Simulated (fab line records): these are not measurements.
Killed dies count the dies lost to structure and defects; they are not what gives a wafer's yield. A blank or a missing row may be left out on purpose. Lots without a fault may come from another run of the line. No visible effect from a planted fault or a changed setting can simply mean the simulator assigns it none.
Which tool was responsible? ; flow nand-harc ; 12 lots with 36 wafers sampled at 6 steps, on a route of 1159 steps

## WHAT THE GAUGES READ, wafer by wafer
NHARC_P_CONTACT_INSPECT_27.
lot;measured;on;raw-defect-count
L981;day 6 15:31;defect-inspect-02;207 499 388
L984;day 6 16:35;defect-inspect-02;238 600 539
L987;day 7 07:59;defect-inspect-01;161 126 290
L992;day 9 00:49;defect-inspect-01;315 322 381
L993;day 9 01:54;defect-inspect-01;381 328 239
L994;day 9 14:23;defect-inspect-01;2584 2362 2409
L996;day 9 19:55;defect-inspect-02;2378 2307 2479
L997;day 9 21:13;defect-inspect-02;2424 2235 2457
L100;day 10 15:43;defect-inspect-01;187 295 249
L101;day 10 16:07;defect-inspect-02;169 140 102
L103;day 11 10:32;defect-inspect-02;599 340 382
L104;day 11 17:28;defect-inspect-01;286 279 260

NHARC_END_SORT_01.
lot;measured;on;killed-at-array;killed-at-other;killed-at-periphery;killed-dies;killed-open;killed-short
L994;day 23 06:19;prober-02;26 18 19;0 0 1;651 659 657;677 677 677;3 2 3;4 1 1
L996;day 23 14:08;prober-02;38 39 42;0 0 0;639 638 635;677 677 677;2 1 9;0 1 2
L997;day 23 08:43;prober-01;23 30 23;2 3 3;652 644 651;677 677 677;5 2 5;1 1 1

## WHAT TOOL EACH LOT RAN ON (gives the tool, then ch and the chambers of the sampled wafers, and finally the start)
lot;NHARC_P_CONTACT_ETCH_18;NHARC_P_CONTACT_DEGAS_38;NHARC_P_CONTACT_CMP_24;NHARC_P_M0_DESCUM_14
L981;rie-diel-09 ch 0,2,3, day 5 23:11 or earlier;pvd-sputter-03, day 5 23:11;cmp-04 ch 0,1,3, day 6 15:07;rie-diel-03 ch 0,1,3, day 6 16:41
L984;rie-diel-09 ch 0,1, day 6 06:08 or earlier;pvd-sputter-01, day 6 06:08;cmp-04 ch 0,2,3, day 6 16:14;rie-diel-12 ch 0,2,3, day 6 17:37
L987;rie-diel-02 ch 2,3, day 7 04:04 or earlier;pvd-sputter-02, day 7 04:04;cmp-03 ch 0,1,3, day 7 07:38;rie-diel-03 ch 0,1,2, day 7 09:05
L992;rie-diel-09 ch 0,2,3, day 8 22:06 or earlier;pvd-sputter-02, day 8 22:06;cmp-03 ch 0,1, day 9 00:26;rie-diel-05 ch 1,2,3, day 9 01:56
L993;rie-diel-09 ch 0,1,3, day 9 00:23 or earlier;pvd-sputter-02, day 9 00:23;cmp-04 ch 0,2,3, day 9 01:32;rie-diel-03 ch 1,2, day 9 02:59
L994;rie-diel-08 ch 1,2,3, day 9 06:43 or earlier;pvd-sputter-02, day 9 06:43;cmp-03 ch 0,1,2, day 9 13:59;-
L996;rie-diel-09 ch 0,3, day 9 09:23 or earlier;pvd-sputter-02, day 9 09:23;cmp-03 ch 1,2,3, day 9 19:36;-
L997;rie-diel-09 ch 0,1,2, day 9 10:25 or earlier;pvd-sputter-01, day 9 10:25;cmp-04 ch 1,2, day 9 20:50;-
L100;rie-diel-09 ch 1,2,3, day 10 12:01 or earlier;pvd-sputter-03, day 10 12:01;cmp-03 ch 0,1,3, day 10 15:19;rie-diel-12 ch 0,1,3, day 10 16:49
L101;rie-diel-09 ch 0,1, day 10 13:02 or earlier;pvd-sputter-03, day 10 13:02;cmp-04 ch 0,1, day 10 15:43;rie-diel-05 ch 0,3, day 10 17:13
L103;rie-diel-09 ch 1,2, day 11 04:49 or earlier;pvd-sputter-01, day 11 04:49;cmp-03 ch 1,3, day 11 10:07;rie-diel-05 ch 0,1,3, day 11 11:40
L104;rie-diel-09 ch 0,1,3, day 11 09:44 or earlier;pvd-sputter-02, day 11 09:44;cmp-04 ch 0,1,2, day 11 17:04;rie-diel-12 ch 0,1,2, day 11 18:34
- NHARC_P_CONTACT_ETCH_18: etches the open film in C4F8/O2/Ar, target depth 481 nm, time 240.5 s.
- NHARC_P_CONTACT_DEGAS_38: time 60 s.
- NHARC_P_CONTACT_CMP_24: polishes, t overpolish 30 s, target thk 200 nm.
- NHARC_P_M0_DESCUM_14: chemistry O2, time 3 s.

## WHAT THE TOOLS THEMSELVES READ (means of the sampled wafers that have a number; where no wafer has one, the mark that the record gives instead)
NHARC_P_CONTACT_ETCH_18.
lot;tool;chamber-pressure-mTorr (mTorr);oes-product-au (a.u.);rf-vpp-V (V)
L981;rie-diel-09;24.986;0.951;982
L984;rie-diel-09;24.997;0.945;981
L987;rie-diel-02;24.985;0.972;971
L992;rie-diel-09;24.980;0.941;982
L993;rie-diel-09;24.985;0.968;982
L994;rie-diel-08;24.982;0.967;973
L996;rie-diel-09;25.009;0.959;981
L997;rie-diel-09;24.991;0.969;981
L100;rie-diel-09;25.003;0.966;983
L101;rie-diel-09;24.989;0.971;980
L103;rie-diel-09;24.997;0.965;980
L104;rie-diel-09;25.015;0.953;981

NHARC_P_CONTACT_DEGAS_38.
lot;tool;heater-power-w (W)
L981;pvd-sputter-03;457
L984;pvd-sputter-01;476
L987;pvd-sputter-02;437
L992;pvd-sputter-02;410
L993;pvd-sputter-02;408
L994;pvd-sputter-02;441
L996;pvd-sputter-02;439
L997;pvd-sputter-01;522
L100;pvd-sputter-03;506
L101;pvd-sputter-03;415
L103;pvd-sputter-01;475
L104;pvd-sputter-02;434

NHARC_P_CONTACT_CMP_24.
lot;tool;edge-zone-pressure-frac;motor-current-A (A);overpolish-run-s (s);time-to-endpoint-s (s)
L981;cmp-04;0.998;12.2;29.999;39
L984;cmp-04;1.000;11.8;30.002;41
L987;cmp-03;1.002;12.1;29.996;40
L992;cmp-03;1.003;11.8;30.006;35
L993;cmp-04;0.999;12.5;29.996;37
L994;cmp-03;-;-;-;-
L996;cmp-03;-;-;-;-
L997;cmp-04;-;-;-;-
L100;cmp-03;1.004;11.9;30.005;37
L101;cmp-04;1.001;12.8;30.005;40
L103;cmp-03;1.002;12.6;30.001;39
L104;cmp-04;0.998;12.5;30.013;40

NHARC_P_M0_DESCUM_14.
lot;tool;chamber-pressure-mTorr (mTorr);drypump-motor-current-A (A);oes-product-au (a.u.);rf-vpp-V (V);showerhead-plenum-p-Torr (Torr);throttle-valve-pct (%)
L981;rie-diel-03;59.97;5.8;0.996;58.6;1.95;11.311
L984;rie-diel-12;60.00;5.9;0.993;57.0;1.80;11.313
L987;rie-diel-03;60.02;5.8;0.999;58.0;1.98;11.310
L992;rie-diel-05;59.94;5.5;1.016;57.5;1.87;11.305
L993;rie-diel-03;59.95;5.6;1.001;58.1;1.96;11.321
L100;rie-diel-12;60.02;5.3;1.002;57.6;1.83;11.317
L101;rie-diel-05;60.00;5.3;1.008;57.9;1.85;11.310
L103;rie-diel-05;60.03;5.4;1.005;57.5;1.85;11.307
L104;rie-diel-12;59.99;5.7;1.006;57.0;1.83;11.309

## THE ANSWER, worked out from the rows above alone
Rule: what is usual is taken from the lots themselves. The widest of any qualifying gaps counts: lots, ordered by their means at a reading, are off when they make up no more than a third of the lots, leave a main group of 4 or more, and stand apart from it by 3 or more times the standard deviation of that group's means. A main group whose means are all the same, to the digits that the tables above print for the reading, isn't used. A lot without any number at a reading at which 4 lots or more have one is off too. All remaining lots with rows at the step are treated as sound. First the gauges in route order, then the tools' own readings, where a lot's mean is used as printed above. At the first step where some lot is off, the reading lying furthest off is the one used; lots without a number count as furthest.
Off: L994, L996, L997, at NHARC_P_CONTACT_INSPECT_27 (raw-defect-count). For the main group the mean is 307 and the standard deviation 1e+02.
A tool fits if, at a process step before that reading, it ran every lot that is off, and no sound lot after the first of them. The gauges at NHARC_P_CONTACT_INSPECT_27 aren't tried: what is off there is off at NHARC_P_CONTACT_CMP_24 too, on other tools, and a gauge's error can't cause that. NHARC_P_CONTACT_ETCH_18 gives no start for some lots, so the hours and the order of its lots are those of NHARC_P_CONTACT_DEGAS_38. None of those tried fits.

## WHAT HAD BEEN PUT IN BY THE SIMULATOR
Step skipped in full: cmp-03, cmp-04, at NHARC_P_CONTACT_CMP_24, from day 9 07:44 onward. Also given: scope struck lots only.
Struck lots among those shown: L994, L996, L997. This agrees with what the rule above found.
